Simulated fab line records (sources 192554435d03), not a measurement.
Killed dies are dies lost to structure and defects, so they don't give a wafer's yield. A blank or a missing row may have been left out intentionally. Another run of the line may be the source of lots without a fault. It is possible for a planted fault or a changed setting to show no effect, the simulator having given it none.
Lot-split experiment | flow n5 finfet | on a route of 1938 steps: 7 lots, 21 wafers read

== THE SPLIT ==
At N5_BEOL_M12_SPUTTER_44 (material Ta, target thk 10 nm, time 16.13 s), the setting time s was moved away from the recipe's 16.13 s on 3 of the 21 wafers read, by -9.4% to -7.0%. For the rest of the wafers, this setting stayed at what the recipe calls for.

The split's own step is where the reading is taken.

== THE READING ==
Ta_of_BEOL_M12_SPUTTER_44.thk nm (the simulator's own value, which no gauge read), in nm, at N5_BEOL_M12_SPUTTER_44 (material Ta, target thk 10 nm, time 16.13 s). The file gives no usual value for it. Across the 18 wafers here that went through the recipe, the average is 10.0 nm and the standard deviation 0.13 nm.

wafer  | tool, chamber at the split | time s as run, s | against the recipe | Ta_of_BEOL_M12_SPUTTER_44.thk nm, nm | against lot-mates on the recipe
L078.2 | pvd sputter-02, -          | 16.13            | recipe             | 10.2                                 | -
L078.3 | pvd sputter-02, -          | 16.13            | recipe             | 10.2                                 | -
L078.4 | pvd sputter-02, -          | 16.13            | recipe             | 10.2                                 | -
L082.1 | pvd sputter-03, -          | 16.13            | recipe             | 10                                   | -
L082.4 | pvd sputter-03, -          | 16.13            | recipe             | 10                                   | -
L082.5 | pvd sputter-03, -          | 16.13            | recipe             | 10                                   | -
L086.1 | pvd sputter-02, -          | 16.13            | recipe             | 10.2                                 | -
L086.3 | pvd sputter-02, -          | 16.13            | recipe             | 10.2                                 | -
L086.4 | pvd sputter-02, -          | 16.13            | recipe             | 10.2                                 | -
L085.3 | pvd sputter-02, -          | 16.13            | recipe             | 10                                   | -
L085.5 | pvd sputter-02, -          | 16.13            | recipe             | 10                                   | -
L085.6 | pvd sputter-02, -          | 16.13            | recipe             | 10                                   | -
L094.2 | pvd sputter-02, -          | 15               | -7.0%              | 9.2                                  | -0.7
L094.4 | pvd sputter-02, -          | 16.13            | recipe             | 9.8                                  | -
L094.5 | pvd sputter-02, -          | 16.13            | recipe             | 10                                   | -
L095.1 | pvd sputter-03, -          | 16.13            | recipe             | 9.8                                  | -
L095.3 | pvd sputter-03, -          | 14.61            | -9.4%              | 8.8                                  | -1.0
L095.6 | pvd sputter-03, -          | 14.61            | -9.4%              | 8.8                                  | -1.0
L096.3 | pvd sputter-02, -          | 16.13            | recipe             | 10                                   | -
L096.5 | pvd sputter-02, -          | 16.13            | recipe             | 10                                   | -
L096.6 | pvd sputter-02, -          | 16.13            | recipe             | 10                                   | -

THE FIT
A straight line over all 21 wafers: Ta_of_BEOL_M12_SPUTTER_44.thk nm changes by +0.13 nm for each +1% of time s; r = +0.96; the points scatter about the line by 0.12 nm.
The same after taking each lot's own level away (the mean of its wafers on the recipe; 21 wafers): +0.105 nm for each +1%; r = +1.00; scatter 0.034 nm.
Per that fit: largest time s move, reading shift of 0.99 nm.
Across the lots, their own levels run from 9.80 to 10.20 nm, a range of 3.2 times the standard deviation given above.
Thus the slope moves with the lot-to-lot level: the two fits are different.
Check: with one of the wafers moved furthest among these (-9.4%) left out of the fit, the line predicts -0.979 nm for it against its lot-mates. It came out at -1 nm against them.

== THESE WAFERS: OTHER SPLITS ==
Other splits were also applied to these wafers ahead of the reading. Each is held against what the fit with the lots' levels taken away leaves over:
other split on the same wafers      | wafers away from the commonest value | r with Ta_of_BEOL_M12_SPUTTER_44.thk nm (lot level and that fit taken away)
N5_BEOL_M8_TRENCH_ETCH_37 bias w    | 7                                    | +0.08
N5_BEOL_M8_CURE_75 time s           | 9                                    | -0.36
N5_BEOL_M10_COAT_60 spin rpm        | 11                                   | -0.28
N5_BEOL_M10_ETCH_61 cf4 flow sccm   | 2                                    | +0.00
N5_BEOL_M10_VIA_ETCH_34 time s      | 5                                    | +0.00
N5_BEOL_M10_TRENCH_ETCH_37 source w | 5                                    | +0.01
N5_BEOL_M11_TRENCH_ETCH_37 bias w   | 5                                    | -0.04
N5_BEOL_M11_CURE_72 time s          | 8                                    | +0.18

== FILE'S OWN FIT ==
Ta_of_BEOL_M12_SPUTTER_44.thk nm changes by +0.104 nm for each +1% of time s, r = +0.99.
